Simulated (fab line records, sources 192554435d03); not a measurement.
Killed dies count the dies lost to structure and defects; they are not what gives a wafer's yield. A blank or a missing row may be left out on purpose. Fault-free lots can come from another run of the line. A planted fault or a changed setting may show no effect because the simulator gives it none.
The tool behind it: which one? / flow n5-finfet / 66 wafers from 22 lots sampled at 2 of the route's 1938 steps

## WHAT THE GAUGES READ, wafer by wafer
N5_MOL_CONTACT_COAG_CD_MEAS_84 targets a cd of 25.1 nm.
lot=L074; measured=day 5 02:41; on=cd-sem-01; cd-nm (nm)=24.86 25.21 25.39
lot=L075; measured=day 5 10:46; on=cd-sem-01; cd-nm (nm)=25.03 25.35 24.90
lot=L076; measured=day 5 14:01; on=cd-sem-02; cd-nm (nm)=24.79 24.94 25.21
lot=L077; measured=day 5 18:59; on=cd-sem-03; cd-nm (nm)=25.48 24.99 25.59
lot=L078; measured=day 6 08:18; on=cd-sem-01; cd-nm (nm)=24.85 25.34 24.86
lot=L079; measured=day 6 16:44; on=cd-sem-03; cd-nm (nm)=25.25 25.61 25.57
lot=L080; measured=day 6 20:07; on=cd-sem-03; cd-nm (nm)=24.80 25.22 25.04
lot=L081; measured=day 7 01:31; on=cd-sem-03; cd-nm (nm)=25.05 25.53 25.46
lot=L082; measured=day 7 05:10; on=cd-sem-01; cd-nm (nm)=25.18 25.50 25.03
lot=L083; measured=day 7 08:51; on=cd-sem-03; cd-nm (nm)=25.11 24.94 24.85
lot=L084; measured=day 7 18:08; on=cd-sem-02; cd-nm (nm)=24.89 25.02 25.40
lot=L085; measured=day 7 22:33; on=cd-sem-03; cd-nm (nm)=25.00 25.20 25.14
lot=L086; measured=day 8 01:46; on=cd-sem-02; cd-nm (nm)=25.18 25.08 25.02
lot=L087; measured=day 8 15:04; on=cd-sem-02; cd-nm (nm)=25.30 24.55 24.92
lot=L088; measured=day 8 18:22; on=cd-sem-01; cd-nm (nm)=25.23 24.90 24.79
lot=L089; measured=day 8 21:36; on=cd-sem-02; cd-nm (nm)=25.16 25.07 25.22
lot=L090; measured=day 9 00:32; on=cd-sem-03; cd-nm (nm)=25.55 25.31 25.32
lot=L091; measured=day 9 06:20; on=cd-sem-02; cd-nm (nm)=25.20 25.24 25.47
lot=L092; measured=day 9 14:44; on=cd-sem-03; cd-nm (nm)=25.46 25.40 25.01
lot=L094; measured=day 10 02:29; on=cd-sem-02; cd-nm (nm)=25.45 25.18 24.75
lot=L095; measured=day 10 14:46; on=cd-sem-03; cd-nm (nm)=25.23 25.18 25.14
lot=L097; measured=day 10 18:48; on=cd-sem-02; cd-nm (nm)=24.93 25.02 24.89

## TOOL THAT RAN EACH LOT (tool first, then ch and the chambers of the sampled wafers, then the start)
lot=L074; N5_MOL_CONTACT_COAG_SPUTTER_130=pvd-sputter-03, day 4 22:00
lot=L075; N5_MOL_CONTACT_COAG_SPUTTER_130=pvd-sputter-03, day 5 06:53
lot=L076; N5_MOL_CONTACT_COAG_SPUTTER_130=pvd-sputter-01, day 5 08:49
lot=L077; N5_MOL_CONTACT_COAG_SPUTTER_130=pvd-sputter-02, day 5 14:47
lot=L078; N5_MOL_CONTACT_COAG_SPUTTER_130=pvd-sputter-01, day 6 04:11
lot=L079; N5_MOL_CONTACT_COAG_SPUTTER_130=pvd-sputter-03, day 6 12:52
lot=L080; N5_MOL_CONTACT_COAG_SPUTTER_130=pvd-sputter-02, day 6 16:22
lot=L081; N5_MOL_CONTACT_COAG_SPUTTER_130=pvd-sputter-01, day 6 21:41
lot=L082; N5_MOL_CONTACT_COAG_SPUTTER_130=pvd-sputter-01, day 7 00:50
lot=L083; N5_MOL_CONTACT_COAG_SPUTTER_130=pvd-sputter-02, day 7 04:32
lot=L084; N5_MOL_CONTACT_COAG_SPUTTER_130=pvd-sputter-01, day 7 13:47
lot=L085; N5_MOL_CONTACT_COAG_SPUTTER_130=pvd-sputter-03, day 7 18:28
lot=L086; N5_MOL_CONTACT_COAG_SPUTTER_130=pvd-sputter-01, day 7 21:59
lot=L087; N5_MOL_CONTACT_COAG_SPUTTER_130=pvd-sputter-02, day 8 10:19
lot=L088; N5_MOL_CONTACT_COAG_SPUTTER_130=pvd-sputter-02, day 8 10:49
lot=L089; N5_MOL_CONTACT_COAG_SPUTTER_130=pvd-sputter-02, day 8 16:25
lot=L090; N5_MOL_CONTACT_COAG_SPUTTER_130=pvd-sputter-03, day 8 20:47
lot=L091; N5_MOL_CONTACT_COAG_SPUTTER_130=pvd-sputter-01, day 9 02:02
lot=L092; N5_MOL_CONTACT_COAG_SPUTTER_130=pvd-sputter-02, day 9 10:46
lot=L094; N5_MOL_CONTACT_COAG_SPUTTER_130=pvd-sputter-01, day 9 22:39
lot=L095; N5_MOL_CONTACT_COAG_SPUTTER_130=pvd-sputter-01, day 10 10:44
lot=L097; N5_MOL_CONTACT_COAG_SPUTTER_130=pvd-sputter-03, day 10 14:45
- N5_MOL_CONTACT_COAG_SPUTTER_130: material Co, target thk 47.5 nm.

## AS READ BY THE TOOLS THEMSELVES (means over the sampled wafers that have a number; for cases with no such wafer, the mark the record gives instead)
N5_MOL_CONTACT_COAG_SPUTTER_130.
lot=L074; tool=pvd-sputter-03; throttle-valve-pct (%)=29.7
lot=L075; tool=pvd-sputter-03; throttle-valve-pct (%)=29.6
lot=L076; tool=pvd-sputter-01; throttle-valve-pct (%)=30.2
lot=L077; tool=pvd-sputter-02; throttle-valve-pct (%)=29.9
lot=L078; tool=pvd-sputter-01; throttle-valve-pct (%)=29.3
lot=L079; tool=pvd-sputter-03; throttle-valve-pct (%)=30.4
lot=L080; tool=pvd-sputter-02; throttle-valve-pct (%)=30.1
lot=L081; tool=pvd-sputter-01; throttle-valve-pct (%)=30.4
lot=L082; tool=pvd-sputter-01; throttle-valve-pct (%)=29.4
lot=L083; tool=pvd-sputter-02; throttle-valve-pct (%)=29.6
lot=L084; tool=pvd-sputter-01; throttle-valve-pct (%)=29.4
lot=L085; tool=pvd-sputter-03; throttle-valve-pct (%)=30.2
lot=L086; tool=pvd-sputter-01; throttle-valve-pct (%)=29.4
lot=L087; tool=pvd-sputter-02; throttle-valve-pct (%)=29.8
lot=L088; tool=pvd-sputter-02; throttle-valve-pct (%)=31.1
lot=L089; tool=pvd-sputter-02; throttle-valve-pct (%)=30.0
lot=L090; tool=pvd-sputter-03; throttle-valve-pct (%)=29.7
lot=L091; tool=pvd-sputter-01; throttle-valve-pct (%)=29.5
lot=L092; tool=pvd-sputter-02; throttle-valve-pct (%)=29.7
lot=L094; tool=pvd-sputter-01; throttle-valve-pct (%)=29.1
lot=L095; tool=pvd-sputter-01; throttle-valve-pct (%)=29.4
lot=L097; tool=pvd-sputter-03; throttle-valve-pct (%)=29.6

## THE ANSWER, worked out from the rows above alone
Rule: the usual values come from the lots themselves. The widest of any qualifying gaps counts: lots, ordered by their means at a reading, are off when they make up no more than a third of the lots, leave a main group of 4 or more, and stand apart from it by 3 or more times the standard deviation of that group's means. Not used: any main group whose means are identical at the precision the tables above print for the reading. Also off: a lot with no number at a reading for which 4 or more lots have one. The other lots that the step has rows for count as sound. After the gauges, taken in route order, come the tools' own readings; for these a lot's mean is taken, as printed above. At the first step where some lot is off, the reading lying furthest off is the one used; lots without a number count as furthest.
None of the lots is off at any reading shown; this tells nothing.

## WHAT WAS PUT IN BY THE SIMULATOR
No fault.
